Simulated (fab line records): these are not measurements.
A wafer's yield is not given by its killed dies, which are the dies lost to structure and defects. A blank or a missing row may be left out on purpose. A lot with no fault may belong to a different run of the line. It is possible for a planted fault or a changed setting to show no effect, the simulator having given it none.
fab line records	flow n5_finfet
[record] lots = 7	wafers = 21	last_day = 18
route steps=1938 shown BEOL_M12@1612 PASSIVATION@1936
lots that met no fault: from a run of the same line without faults
start_h: hours from the record's first day to the start of the lot's first wafer shown	wait_h: hours from the lot's prior step to this one	" the same as in the row above	L1.1+2: a single row standing in for several wafers	- no value, or no start given	* or withheld: withheld	< > ~ a bound
route shown NAME@n: a module of which the file shows steps, and the number in the route of the first	usual: mean and standard deviation over wafers with no fault	same: alike in all rows	chamber/n: place in a boat	sites: the reading at each site	_std_site: standard deviation of those values	_edge_site: the outer-site mean with the inner-site mean subtracted	radius_mm: how far each site lies from the wafer's centre	mask NAME#n: copy n	behind: tool/chamber where the wafer was last shaped	hold: reason for holding the lot/hours on hold/outcome of the hold	device: the n, p or np transistor that did not switch	end of line: the route-end tests of the same wafers	a step with no rows: only its recipe	killed: the dies lost at the first sort to structure and to defects; this is not the yield of the wafer	map: shows each die of a wafer: x if killed, . if not, _ if none is there
set.NAME: the setting the step ran with; set.NAME@STEP: the setting that earlier step ran with	model.NAME: the simulator's own value behind a step, which no gauge read
lots seen at some steps along the route; tables by step, rows by wafer
services: when a tool's chamber went out of use (start_h, in hours from the record's first day, below 0 if earlier), for how many hours, and the reason
[[steps]]
[step N5_BEOL_M12_CD_MEAS_10]
[recipe] target_cd_nm = 140	landing_energy_ev = 500	detector = se_inlens	polarity = opening
[usual] cd_nm = 140.5/1.5
[same] landing_energy_ev = 500
lot.wafer	tool	chamber	start_h	wait_h	cd_nm
L525.1	cd_sem-02	0	241.28	-	141.0
L525.4	"	0	"	"	141.7
L525.6	"	0	"	"	142.0
L528.1	cd_sem-03	0	251.24	-	140.9
L528.3	"	0	"	"	140.7
L528.4	"	0	"	"	140.7
L537.2	cd_sem-03	0	315.77	-	142.7
L537.3	"	0	"	"	142.8
L537.4	"	0	"	"	138.0
L538.1	cd_sem-02	0	320.45	-	140.5
L538.4	"	0	"	"	140.9
L538.6	"	0	"	"	138.5
L540.3	cd_sem-03	0	333.70	-	140.1
L540.4	"	0	"	"	140.9
L540.6	"	0	"	"	140.5
L544.2	cd_sem-02	0	384.31	-	143.3
L544.3	"	0	"	"	142.4
L544.6	"	0	"	"	143.9
L547.1	cd_sem-02	0	389.83	-	141.1
L547.4	"	0	"	"	140.6
L547.5	"	0	"	"	139.1
[step N5_BEOL_M12_OVL_MEAS_11]
[recipe] points_per_wafer = 44
[usual] V11_OVL = -4/6.1
lot.wafer	tool	chamber	start_h	wait_h	V11_OVL[nm]
L525.1	overlay-01	0	241.31	0.0	-2
L525.4	"	0	"	"	-4
L525.6	"	0	"	"	1
L528.1	overlay-02	0	251.27	0.0	3
L528.3	"	0	"	"	13
L528.4	"	0	"	"	2
L537.2	overlay-01	0	315.80	0.0	-7
L537.3	"	0	"	"	10
L537.4	"	0	"	"	0
L538.1	overlay-02	0	320.48	0.0	-4
L538.4	"	0	"	"	0
L538.6	"	0	"	"	9
L540.3	overlay-02	0	333.73	0.0	-3
L540.4	"	0	"	"	-12
L540.6	"	0	"	"	-10
L544.2	overlay-01	0	384.34	0.0	4
L544.3	"	0	"	"	2
L544.6	"	0	"	"	3
L547.1	overlay-02	0	389.86	0.0	-9
L547.4	"	0	"	"	-7
L547.5	"	0	"	"	-12
[step N5_BEOL_M12_INSPECT_12]
[recipe] mode = adi	inspect_instrument = macro
[usual] raw_defect_count = 2.0/1.4
lot.wafer	tool	chamber	start_h	wait_h	raw_defect_count
L525.1	defect_inspect-01	-	241.34	0.0	3
L525.4	"	-	"	"	1
L525.6	"	-	"	"	2
L528.1	defect_inspect-02	-	251.30	0.0	4
L528.3	"	-	"	"	1
L528.4	"	-	"	"	1
L537.2	defect_inspect-02	-	315.83	0.0	3
L537.3	"	-	"	"	1
L537.4	"	-	"	"	0
L538.1	defect_inspect-01	-	320.50	0.0	0
L538.4	"	-	"	"	1
L538.6	"	-	"	"	1
L540.3	defect_inspect-02	-	333.75	0.0	1
L540.4	"	-	"	"	1
L540.6	"	-	"	"	3
L544.2	defect_inspect-02	-	384.36	0.0	4
L544.3	"	-	"	"	2
L544.6	"	-	"	"	1
L547.1	defect_inspect-01	-	389.88	0.0	5
L547.4	"	-	"	"	1
L547.5	"	-	"	"	2
[step N5_BEOL_M12_DESCUM_15]
[recipe] chemistry = O2	time_s = 7.9	source_power_w = 50	bias_power_w = 20	pressure_mtorr = 20	rf_frequency_hz = 2.712e+07	temp_c = 40	o2_flow_sccm = 225
[usual] drypump_motor_current_A = 5.7/0.5	oes_product_au = 0.84/0.077	rf_vpp_V = 243.5/1.6	showerhead_plenum_p_Torr = 2.11/0.091	temp_c = 40.00/0.11	throttle_valve_pct = 20.32/0.25
lot.wafer	tool	chamber	start_h	wait_h	drypump_motor_current_A	oes_product_au	rf_hours_counter_h	rf_vpp_V	showerhead_plenum_p_Torr	temp_c	throttle_valve_pct
L525.1	rie_diel-06	0	241.37	0.0	5.6	0.92	26	245.8	2.24	39.91	20.35
L525.4	"	2	"	"	5.5	0.84	77	244.9	2.12	40.13	20.70
L525.6	"	3	"	"	5.3	0.89	-	241.5	2.05	39.96	20.10
L528.1	rie_diel-06	1	251.33	0.0	4.9	0.78	146	242.0	2.10	39.84	20.24
L528.3	"	0	"	"	5.5	0.92	28	244.9	2.23	40.11	20.34
L528.4	"	3	"	"	5.3	0.88	41	241.9	2.05	40.02	20.11
L537.2	rie_diel-02	1	315.86	0.0	5.3	0.91	23	245.2	2.22	39.94	20.14
L537.3	"	2	"	"	5.4	0.86	61	245.8	2.22	39.96	20.42
L537.4	"	2	"	"	5.4	0.86	-	244.9	2.22	40.05	20.43
L538.1	rie_diel-01	0	320.54	0.0	6.0	0.74	170	242.4	2.07	39.96	20.33
L538.4	"	3	"	"	6.1	0.85	64	241.9	2.05	40.08	20.61
L538.6	"	1	"	"	6.7	0.85	-	243.1	2.03	40.06	20.52
L540.3	rie_diel-06	2	333.78	0.0	5.5	0.80	109	243.5	2.11	40.04	20.76
L540.4	"	0	"	"	5.6	0.88	54	245.1	2.23	40.08	20.39
L540.6	"	0	"	"	5.5	0.88	-	246.1	2.23	40.16	20.38
L544.2	rie_diel-01	1	384.40	0.0	6.7	0.83	78	242.8	2.03	39.93	20.56
L544.3	"	3	"	"	6.0	0.81	85	242.3	2.05	39.95	20.63
L544.6	"	0	"	"	6.0	0.72	-	244.8	2.06	39.93	20.37
L547.1	rie_diel-02	2	389.92	0.0	5.4	0.82	87	243.9	2.21	40.18	20.45
L547.4	"	0	"	"	5.6	0.93	6	245.9	2.24	40.11	20.27
L547.5	"	2	"	"	5.4	0.82	-	243.6	2.21	40.12	20.44
[step N5_BEOL_M12_ETCH_59]
[recipe] chemistry = N2/H2	target = BARC	target_depth_a = 890	overetch_a = 267	time_s = 67.9	ion_energy_ev = 200	pressure_mtorr = 30	source_w = 840	bias_w = 150	n2_flow_sccm = 200	h2_flow_sccm = 200
[usual] drypump_motor_current_A = 5.7/0.5	oes_product_au = 0.71/0.062	rf_vpp_V = 524/3.2	showerhead_plenum_p_Torr = 2.56/0.11	throttle_valve_pct = 17.78/0.21
lot.wafer	tool	chamber	start_h	wait_h	drypump_motor_current_A	oes_product_au	rf_hours_counter_h	rf_vpp_V	showerhead_plenum_p_Torr	throttle_valve_pct
L525.1	rie_diel-06	0	241.41	0.0	5.5	0.78	26	529	2.71	17.82
L525.4	"	2	"	"	5.5	0.70	77	524	2.58	18.07
L525.6	"	3	"	"	5.3	0.75	-	523	2.49	17.50
L528.1	rie_diel-06	1	251.37	0.0	4.9	0.67	146	524	2.54	17.67
L528.3	"	0	"	"	5.5	0.77	28	527	2.71	17.82
L528.4	"	3	"	"	5.3	0.74	41	521	2.48	17.52
L537.2	rie_diel-02	1	315.90	0.0	5.4	0.78	23	528	2.69	17.54
L537.3	"	2	"	"	5.4	0.73	61	527	2.70	17.84
L537.4	"	2	"	"	5.4	0.74	-	528	2.70	17.83
L538.1	rie_diel-01	0	320.57	0.0	6.0	0.64	170	524	2.52	17.90
L538.4	"	3	"	"	6.0	0.71	64	523	2.48	17.86
L538.6	"	1	"	"	6.7	0.73	-	522	2.47	17.95
L540.3	rie_diel-06	2	333.82	0.0	5.5	0.68	109	523	2.56	18.14
L540.4	"	0	"	"	5.5	0.74	54	528	2.70	17.87
L540.6	"	0	"	"	5.5	0.74	-	527	2.70	17.87
L544.2	rie_diel-01	1	384.43	0.0	6.7	0.70	78	521	2.46	17.96
L544.3	"	3	"	"	6.1	0.69	85	522	2.47	17.90
L544.6	"	0	"	"	6.0	0.63	-	523	2.52	17.91
L547.1	rie_diel-02	2	389.95	0.0	5.4	0.71	87	527	2.69	17.88
L547.4	"	0	"	"	5.6	0.79	6	529	2.71	17.77
L547.5	"	2	"	"	5.4	0.71	-	528	2.69	17.90
[step N5_BEOL_M12_VIA_ETCH_16]
[recipe] chemistry = C4F8/O2/Ar	target = SiOC	pressure_mtorr = 30	source_w = 3000	bias_w = 700	Ar_flow_sccm = 400	C4F8_flow_sccm = 15	O2_flow_sccm = 8	he_inner_torr = 15	he_outer_torr = 30	target_depth_a = 7248	time_s = withheld	ion_energy_ev = 250	ends = cleared
[usual] drypump_motor_current_A = 5.7/0.5	oes_product_au = 0.75/0.069	rf_vpp_V = 666/4	showerhead_plenum_p_Torr = 3.44/0.14	throttle_valve_pct = 24.10/0.23
lot.wafer	tool	chamber	start_h	wait_h	drypump_motor_current_A	oes_product_au	rf_vpp_V	showerhead_plenum_p_Torr	throttle_valve_pct
L525.1	rie_diel-06	0	241.46	0.0	5.6	0.83	671	3.61	24.04
L525.4	"	2	"	"	5.5	0.75	668	3.43	24.37
L525.6	"	3	"	"	5.3	0.79	662	3.34	23.79
L528.1	rie_diel-06	1	251.42	0.0	4.9	0.70	666	3.43	24.01
L528.3	"	0	"	"	5.6	0.82	671	3.61	24.04
L528.4	"	3	"	"	5.3	0.79	664	3.34	23.80
L537.2	rie_diel-02	1	315.95	0.0	5.4	0.82	670	3.64	24.07
L537.3	"	2	"	"	5.4	0.78	670	3.60	24.18
L537.4	"	2	"	"	5.4	0.77	672	3.60	24.18
L538.1	rie_diel-01	0	320.62	0.0	6.0	0.67	665	3.43	24.32
L538.4	"	3	"	"	6.1	0.76	663	3.35	24.35
L538.6	"	1	"	"	6.7	0.78	663	3.33	24.31
L540.3	rie_diel-06	2	333.87	0.0	5.5	0.71	667	3.41	24.42
L540.4	"	0	"	"	5.5	0.79	671	3.59	24.09
L540.6	"	0	"	"	5.5	0.79	671	3.59	24.07
L544.2	rie_diel-01	1	384.48	0.0	6.7	0.75	662	3.32	24.35
L544.3	"	3	"	"	6.1	0.74	665	3.34	24.38
L544.6	"	0	"	"	6.0	0.65	665	3.42	24.36
L547.1	rie_diel-02	2	390.00	0.0	5.4	0.75	670	3.59	24.22
L547.4	"	0	"	"	5.6	0.85	671	3.60	23.95
L547.5	"	2	"	"	5.4	0.76	670	3.59	24.21
[step N5_BEOL_M12_STRIP_63]
[recipe] chemistry = N2/H2	power_w = 1000	temp_c = 250	h2_frac = 0.65	overash_fraction = 0.3	pressure_mtorr = 1000	n2_flow_sccm = 1750	h2_flow_sccm = 3250
[usual] drypump_motor_current_A = 5.9/0.56	heater_power_w = 347/38	oes_product_au = 0.693/0.0043	strip_time_to_endpoint_s = 42.6/0.88	temp_c = 249.99/0.18
lot.wafer	tool	chamber	start_h	wait_h	drypump_motor_current_A	heater_power_w	oes_product_au	rf_hours_counter_h	strip_time_to_endpoint_s	temp_c
L525.1	plasma_asher-02	0	241.70	-	5.8	379	0.692	84	42.6	249.82
L525.4	"	0	"	"	5.8	384	0.695	-	42.4	250.06
L525.6	"	1	"	"	6.6	320	0.687	-	41.0	250.06
L528.1	plasma_asher-01	0	251.62	-	5.9	298	0.689	103	42.9	250.11
L528.3	"	0	"	"	5.9	291	0.696	-	43.0	250.04
L528.4	"	1	"	"	5.0	392	0.693	-	42.4	250.18
L537.2	plasma_asher-02	1	316.15	-	6.6	322	0.691	99	44.0	250.11
L537.3	"	0	"	"	5.8	383	0.694	-	44.2	250.20
L537.4	"	1	"	"	6.6	322	0.699	-	43.1	249.85
L538.1	plasma_asher-02	1	320.82	-	6.7	331	0.693	100	44.0	250.19
L538.4	"	0	"	"	5.8	377	0.696	-	42.8	249.92
L538.6	"	0	"	"	5.8	374	0.697	-	42.1	249.94
L540.3	plasma_asher-02	0	334.09	-	5.8	387	0.694	-	42.3	249.91
L540.4	"	1	"	"	6.6	327	0.699	-	41.6	250.13
L540.6	"	1	"	"	6.6	323	0.691	-	41.0	250.11
L544.2	plasma_asher-01	1	384.68	-	5.0	380	0.686	128	43.7	250.17
L544.3	"	1	"	"	5.0	382	0.697	-	43.5	250.17
L544.6	"	0	"	"	5.9	296	0.692	-	42.6	249.76
L547.1	plasma_asher-02	0	390.20	-	5.8	379	0.688	114	43.8	250.23
L547.4	"	1	"	"	6.6	319	0.699	-	43.2	249.96
L547.5	"	0	"	"	5.8	387	0.694	-	42.7	250.11
[step N5_BEOL_M12_STRIP_64]
[recipe] chemistry = N2/H2	power_w = 1000	temp_c = 250	h2_frac = 0.65	overash_fraction = 0.3	pressure_mtorr = withheld	n2_flow_sccm = 1750	h2_flow_sccm = 3250
[usual] drypump_motor_current_A = 5.9/0.56	heater_power_w = 347/37	oes_product_au = 0.715/0.005	strip_time_to_endpoint_s = 31.35/0.07	temp_c = 249.98/0.17
lot.wafer	tool	chamber	start_h	wait_h	drypump_motor_current_A	heater_power_w	oes_product_au	rf_hours_counter_h	strip_time_to_endpoint_s	temp_c
L525.1	plasma_asher-02	0	241.76	0.0	5.8	380	0.717	84	31.39	250.18
L525.4	"	0	"	"	5.8	385	0.712	-	31.31	250.19
L525.6	"	1	"	"	6.6	326	0.712	-	31.30	250.31
L528.1	plasma_asher-01	0	251.68	0.0	5.9	288	0.711	103	31.37	250.33
L528.3	"	0	"	"	5.9	292	0.717	-	31.27	250.01
L528.4	"	1	"	"	5.0	379	0.712	-	31.31	249.68
L537.2	plasma_asher-02	1	316.21	0.0	6.7	325	0.716	99	31.25	249.88
L537.3	"	0	"	"	5.8	383	0.710	-	31.39	249.97
L537.4	"	1	"	"	6.7	328	0.720	-	31.23	249.92
L538.1	plasma_asher-02	1	320.88	0.0	6.6	316	0.713	100	31.25	249.72
L538.4	"	0	"	"	5.8	381	0.720	-	31.37	249.97
L538.6	"	0	"	"	5.8	387	0.723	-	31.27	249.82
L540.3	plasma_asher-02	0	334.15	0.0	5.8	374	0.719	-	31.37	249.78
L540.4	"	1	"	"	6.6	325	0.713	-	31.37	250.26
L540.6	"	1	"	"	6.6	329	0.712	-	31.31	250.19
L544.2	plasma_asher-01	1	384.74	0.0	5.0	389	0.708	128	31.57	250.15
L544.3	"	1	"	"	5.0	386	0.718	-	31.40	250.12
L544.6	"	0	"	"	5.9	296	0.715	-	31.47	249.93
L547.1	plasma_asher-02	0	390.26	0.0	5.8	389	0.710	114	31.29	249.87
L547.4	"	1	"	"	6.6	321	0.714	-	31.24	249.88
L547.5	"	0	"	"	5.8	386	0.715	-	31.26	250.18
[step N5_BEOL_M12_STRIP_71]
[recipe] chemistry = post_etch_residue_remover	time_s = 60	temp_c = 25	remover_ph = withheld	remover_water_wt_pct = withheld	remover_fluoride_wt_pct = withheld
[step N5_BEOL_M12_SRD_72]
[recipe] time_s = 30	temp_c = 23	rinse_liquid = diw	dry = n2_spin	spin_rpm = 1500	dry_time_s = 30
[step N5_BEOL_M12_CD_MEAS_17]
[recipe] target_cd_nm = 140	polarity = opening
[usual] cd_nm = 140.7/1.8
lot.wafer	tool	chamber	start_h	wait_h	cd_nm
L525.1	cd_sem-02	-	241.91	0.0	140.0
L525.4	"	-	"	"	140.8
L525.6	"	-	"	"	142.1
L528.1	cd_sem-03	-	251.82	0.0	140.2
L528.3	"	-	"	"	141.0
L528.4	"	-	"	"	142.4
L537.2	cd_sem-03	-	316.36	0.0	141.3
L537.3	"	-	"	"	142.4
L537.4	"	-	"	"	138.1
L538.1	cd_sem-01	-	321.03	0.0	141.0
L538.4	"	-	"	"	143.8
L538.6	"	-	"	"	139.8
L540.3	cd_sem-03	-	334.28	0.0	139.6
L540.4	"	-	"	"	141.2
L540.6	"	-	"	"	139.8
L544.2	cd_sem-01	-	384.89	0.0	142.1
L544.3	"	-	"	"	143.1
L544.6	"	-	"	"	143.8
L547.1	cd_sem-01	-	390.41	0.0	140.7
L547.4	"	-	"	"	140.5
L547.5	"	-	"	"	139.0
[step N5_BEOL_M12_COAT_65]
[recipe] resist = SOC	temp_c = 250	time_s = 60	spin_rpm = 1500	resist_thk_nm = 300
[step N5_BEOL_M12_COAT_66]
[recipe] resist = SiARC	temp_c = 220	time_s = 60	spin_rpm = 1500	resist_thk_nm = 110
[usual] plate_temp_C = 219.99/0.18
lot.wafer	tool	chamber	start_h	wait_h	plate_temp_C
L525.1	litho_track-01	0	241.95	-	219.90
L525.4	"	0	"	"	219.92
L525.6	"	0	"	"	219.90
L528.1	litho_track-04	0	251.86	-	220.09
L528.3	"	0	"	"	220.18
L528.4	"	0	"	"	220.08
L537.2	litho_track-01	0	316.39	-	217.77
L537.3	"	0	"	"	218.10
L537.4	"	0	"	"	217.73
L538.1	litho_track-01	0	321.07	-	217.80
L538.4	"	0	"	"	217.80
L538.6	"	0	"	"	218.09
L540.3	litho_track-01	0	334.32	-	217.47
L540.4	"	0	"	"	217.61
L540.6	"	0	"	"	217.57
L544.2	litho_track-04	0	384.93	-	219.68
L544.3	"	0	"	"	219.77
L544.6	"	0	"	"	219.84
L547.1	litho_track-04	0	390.45	-	220.14
L547.4	"	0	"	"	219.79
L547.5	"	0	"	"	219.97
[step N5_BEOL_M12_COAT_22]
[recipe] spin_rpm = 2888	resist_thk_nm = 300
[step N5_PASSIVATION_PROBE_49]
[usual] defect_limited_yield = 91.4/1.3	killed_at_M0_to_M3 = 34/10	killed_at_M4_up = 14/5.6	killed_at_contacts = 13/5.9	killed_at_front_end = 37/9.9	killed_at_other = 3.5/2.8	killed_dies = 101/15	killed_open = 67/12	killed_short = 32/6.6	sort_bin_5_function = 5.0/0.81	sort_bin_6_memory = 3.2/0.66	sort_n_pass = 1079/15	sort_yield_pct = 91.4/1.3
[same] gross_dies = 1180	killed_at_back_side = 0	sort_bin_4_leakage[%] = 0	sort_bin_8_speed[%] = 0
lot.wafer	tool	chamber	start_h	wait_h	defect_limited_yield[%]	killed_at_M0_to_M3	killed_at_M4_up	killed_at_contacts	killed_at_front_end	killed_at_other	killed_dies	killed_open	killed_short	sort_bin_5_function[%]	sort_bin_6_memory[%]	sort_n_pass	sort_yield_pct[%]
L528.1	prober-02	-	288.42	0.0	90.2	43	27	15	25	6	116	85	31	6.0	3.6	1064	90.2
L528.3	prober-02	-	288.52	0.1	91.9	31	16	9	36	3	95	71	24	4.3	3.4	1085	91.9
L528.4	prober-02	-	288.57	0.2	92.4	22	23	4	40	1	90	63	27	4.5	2.8	1090	92.4
L525.1	prober-01	-	289.87	0.0	91.5	24	11	15	50	0	100	67	30	4.6	3.6	1080	91.5
L525.4	prober-01	-	290.02	0.2	90.5	22	16	11	56	7	112	69	40	4.9	3.8	1068	90.5
L525.6	prober-01	-	290.12	0.3	89.2	27	23	16	61	0	127	86	41	5.8	4.4	1053	89.2
// killed by level:class
L528.1 BEOL_M2:geometric_particle:open=16 BEOL_M4:geometric_particle:open=16 MOL_CONTACT_COAG:geometric_particle:open=11 FIN_SAQP:geometric_particle:short=6 BEOL_M0_SAQP:geometric_particle:open=6 BEOL_M0:geometric_particle:open=6 DUMMY_GATE:geometric_particle:open=5 BEOL_M0_SAQP:geometric_particle:short=5
L528.3 DUMMY_GATE:geometric_particle:open=9 BEOL_M3:geometric_particle:open=8 BEOL_M4:geometric_particle:open=8 BEOL_M0_SAQP:geometric_particle:open=7 GATE_CUT:geometric_particle:short=6 MOL_CONTACT_COAG:geometric_particle:open=6 STI_FIN_REVEAL:geometric_particle:open=5 BEOL_M2:geometric_particle:open=4
L528.4 STI_FIN_REVEAL:geometric_particle:open=11 BEOL_M4:geometric_particle:open=7 FIN_SAQP:geometric_particle:open=6 BEOL_M0_SAQP:geometric_particle:open=5 ILD0:geometric_particle:short=4 GATE_CUT:geometric_particle:open=4 BEOL_M2:geometric_particle:open=4 DUMMY_GATE:geometric_particle:open=3
L525.1 MOL_CONTACT_COAG:geometric_particle:open=13 DUMMY_GATE:geometric_particle:open=10 FIN_SAQP:geometric_particle:open=9 FIN_SAQP:geometric_particle:short=7 BEOL_M0_SAQP:geometric_particle:short=7 BEOL_M0_SAQP:geometric_particle:open=7 BEOL_M4:geometric_particle:open=7 STI_FIN_REVEAL:geometric_particle:open=5
L525.4 FIN_SAQP:geometric_particle:open=14 MOL_CONTACT_COAG:geometric_particle:open=10 FIN_SAQP:geometric_particle:short=9 DUMMY_GATE:geometric_particle:open=8 BEOL_M4:geometric_particle:open=8 BEOL_M0_SAQP:geometric_particle:short=7 STI_FIN_REVEAL:geometric_particle:open=6 BEOL_M0_SAQP:geometric_particle:open=6
L525.6 STI_FIN_REVEAL:geometric_particle:open=16 FIN_SAQP:geometric_particle:open=13 MOL_CONTACT_COAG:geometric_particle:open=13 BEOL_M4:geometric_particle:open=12 FIN_SAQP:geometric_particle:short=10 DUMMY_GATE:geometric_particle:open=8 GATE_CUT:geometric_particle:short=5 BEOL_M0_SAQP:geometric_particle:short=5
[[services]]
tool	chamber	start_h	hours	kind
rie_diel-02	1	219.98	-	clean
rie_diel-02	1	219.98	-	consumable_replace:focus_ring
rie_diel-02	1	219.98	-	consumable_replace:showerhead
rie_diel-02	1	219.98	28.3	scheduled_down
rie_diel-02	1	219.98	28.3	vent_cycle
rie_diel-01	0	231.78	6.0	repair
plasma_asher-02	-	255.00	1.6	repair
rie_diel-02	0	262.90	4.5	repair
plasma_asher-02	-	263.62	3.1	repair
rie_diel-02	3	287.94	-	clean
rie_diel-02	3	287.94	-	consumable_replace:focus_ring
rie_diel-02	3	287.94	-	consumable_replace:showerhead
rie_diel-02	3	287.94	28.8	scheduled_down
rie_diel-02	3	287.94	28.8	vent_cycle
rie_diel-06	0	323.70	2.2	repair
rie_diel-02	0	353.41	-	clean
rie_diel-02	0	353.41	-	consumable_replace:focus_ring
rie_diel-02	0	353.41	-	consumable_replace:showerhead
rie_diel-02	0	353.41	14.4	scheduled_down
rie_diel-02	0	353.41	14.4	vent_cycle
plasma_asher-01	-	372.18	0.5	repair
[[key]]
[first_sign] step = N5_BEOL_M12_COAT_66	reading = plate_temp_C	direction = down	sigmas = 13	usual = *	struck = *
effect none on later readings
met_at N5_BEOL_M12_COAT_66
struck_wafers L537.2,L537.3,L537.4,L538.1,L538.4,L538.6,L540.3,L540.4,L540.6
onset_between 241.95 316.39
[fault] kind = process_parameter_drift	tool = litho_track-01	chamber = -	onset_h = 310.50	steps = N5_BEOL_M12_COAT_66	channel = temp_c	offset = *	shape = step	end_h = 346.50	acts_in = *	stated = *
